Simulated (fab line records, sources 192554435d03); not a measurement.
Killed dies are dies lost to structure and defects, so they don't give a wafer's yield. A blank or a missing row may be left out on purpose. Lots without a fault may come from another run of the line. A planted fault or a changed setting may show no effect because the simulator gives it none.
Chamber matching | flow n5_finfet | N5_BEOL_M11_CURE_72 on uv_cure-02: 3 sister chambers
The step cures SiCOH lowk, time 120 s. 3 wafers are shown with their chamber, then 10 later ones without.

WAFERS WITH THEIR CHAMBER
wafer  | chamber | lamp_power_pct (%)
L080.5 | 2       | 52.36
L087.6 | 0       | 52.28
L090.4 | 1       | 52.35

WAFERS WITHOUT THEIR CHAMBER
wafer  | lamp_power_pct (%)
L090.6 | 52.23
L096.1 | 52.27
L096.2 | 52.34
L096.3 | 52.25
L096.4 | 52.33
L096.5 | 52.40
L096.6 | 52.33
L097.3 | 52.16
L097.4 | 52.26
L097.6 | 52.32

WHICH CHAMBER EACH WENT THROUGH
wafer  | from the rows above          | in truth
L090.6 | can't be placed: 0 or 1 or 2 | 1
L096.1 | can't be placed: 0 or 1 or 2 | 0
L096.2 | can't be placed: 1 or 2 or 0 | 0
L096.3 | can't be placed: 0 or 1 or 2 | 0
L096.4 | can't be placed: 1 or 2 or 0 | 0
L096.5 | can't be placed: 2 or 1 or 0 | 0
L096.6 | can't be placed: 1 or 2 or 0 | 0
L097.3 | can't be placed: 0 or 1 or 2 | 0
L097.4 | can't be placed: 0 or 1 or 2 | 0
L097.6 | can't be placed: 1 or 0 or 2 | 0
Placed correctly: 0 of 10. Can't be placed from these rows: 10 (the true chamber is among the candidates in 10). Placed wrongly: 0.
How it was worked out, from the rows above alone: a wafer's distance from a chamber is the root of the sum, over the readings, of the square of ((its reading less the chamber's mean) divided by the reading's scatter). The wafer belongs to the nearest chamber; if the next one is less than 2 further off, it can't be placed. A chamber's mean is the mean of its shown wafers. The scatter: with one shown wafer a chamber, the root of the mean of the squares of how far each hidden wafer lies from its nearest shown one.
